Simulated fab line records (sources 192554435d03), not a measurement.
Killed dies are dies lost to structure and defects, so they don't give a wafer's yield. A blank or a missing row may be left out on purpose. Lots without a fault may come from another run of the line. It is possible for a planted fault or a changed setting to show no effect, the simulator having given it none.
Lot-split experiment | flow n5-finfet | 7 lots, 21 wafers read, on a route of 1938 steps

== THE SPLIT ==
At N5_BEOL_M3_ETCH_64 (etches SOC in N2/H2, target depth 75 nm, overetch 15 nm, time 112.5 s), the setting time-s was moved away from the recipe's 112.5 s on 6 of the 21 wafers read, by -18.3% to +13.9%. The other wafers ran this setting at the recipe's value.

== FROM THE SPLIT TO THE READING: what the file shows between them, 3 steps ==
- N5_BEOL_M3_STRIP_65: strips in N2/H2
- N5_BEOL_M3_STRIP_75: strips in N2/H2
- N5_BEOL_M3_STRIP_66: strips in CF4

== THE READING ==
etch.depth-nm (the simulator's own value, which no gauge read), in nm, at N5_BEOL_M3_HM_OPEN_17 (chemistry Cl2/BCl3, target TiN, target depth 20 nm, overetch 6 nm). There is no usual value for it anywhere in the file. The 15 wafers here that ran the recipe average 19.88 nm, standard deviation 0.17 nm.

wafer  | tool, chamber at the split | time-s as run, s | against the recipe | etch.depth-nm, nm | against lot-mates on the recipe
L074.1 | rie-diel-04, 0,1,2         | 112.5            | recipe             | 19.74             | -
L074.3 | rie-diel-04, 0,1,2         | 112.5            | recipe             | 19.73             | -
L074.4 | rie-diel-04, 0,1,2         | 112.5            | recipe             | 19.73             | -
L078.1 | rie-diel-04, 3,0,3         | 112.5            | recipe             | 20.07             | -
L078.2 | rie-diel-04, 3,0,3         | 112.5            | recipe             | 20.1              | -
L078.5 | rie-diel-04, 3,0,3         | 112.5            | recipe             | 20.25             | -
L079.1 | rie-diel-05, 1,2,0         | 91.96            | -18.3%             | 19.84             | no lot-mate on the recipe
L079.3 | rie-diel-05, 1,2,0         | 91.96            | -18.3%             | 19.93             | no lot-mate on the recipe
L079.4 | rie-diel-05, 1,2,0         | 91.96            | -18.3%             | 20.18             | no lot-mate on the recipe
L084.1 | rie-diel-02, 1,0           | 112.5            | recipe             | 19.89             | -
L084.2 | rie-diel-02, 2             | 128.1            | +13.9%             | 18.4              | -1.53
L084.4 | rie-diel-02, 1,0           | 112.5            | recipe             | 19.97             | -
L085.3 | rie-diel-05, 1,3           | 122              | +8.4%              | 19.22             | -0.88
L085.4 | rie-diel-05, 3             | 112.5            | recipe             | 20.1              | -
L085.5 | rie-diel-05, 1,3           | 122              | +8.4%              | 18.97             | -1.13
L086.1 | rie-diel-04, 2,1,3         | 112.5            | recipe             | 19.85             | -
L086.3 | rie-diel-04, 2,1,3         | 112.5            | recipe             | 19.9              | -
L086.5 | rie-diel-04, 2,1,3         | 112.5            | recipe             | 19.82             | -
L089.3 | rie-diel-05, 2,0,3         | 112.5            | recipe             | 19.68             | -
L089.5 | rie-diel-05, 2,0,3         | 112.5            | recipe             | 19.73             | -
L089.6 | rie-diel-05, 2,0,3         | 112.5            | recipe             | 19.71             | -
When a row names more than one chamber, that row covers several wafers, and the file does not tell which wafer ran in which chamber.

FIT RESULTS
A straight line over all 21 wafers: etch.depth-nm changes by -0.0325 nm for each +1% of time-s; r = -0.62; the points scatter about the line by 0.35 nm.
The same after taking each lot's own level away (the mean of its wafers on the recipe; 18 wafers): -0.114 nm for each +1%; r = -0.99; scatter 0.063 nm.
The reading moves by 2.1 nm for the largest change in time-s, on that fit.
Measured against the standard deviation above, the lots' own levels, which go from 19.707 to 20.140 nm, span 2.5 times it.
So the lot-to-lot level blurs the effect unless lot-mates are compared.
Check: for one of the wafers moved furthest among these (+13.9%), held out of the fit, the line's prediction against its lot-mates is -1.65 nm. It came out at -1.53 nm against them.

== FURTHER SPLITS ON THESE WAFERS ==
Note: prior to the reading, these wafers also went through further splits. Each is held against what the fit with the lots' levels taken away leaves over:
other split on the same wafers     | wafers away from the commonest value | r with etch.depth-nm (lot level and that fit taken away)
N5_BEOL_M1_TRENCH_ETCH_37 source-w | 6                                    | +0.12
N5_BEOL_M2_ETCH_69 bias-w          | 9                                    | -0.15
N5_BEOL_M2_TRENCH_ETCH_37 bias-w   | 8                                    | -0.22

== FILE'S OWN FIT ==
etch.depth-nm changes by -0.113 nm for each +1% of time-s, r = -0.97.
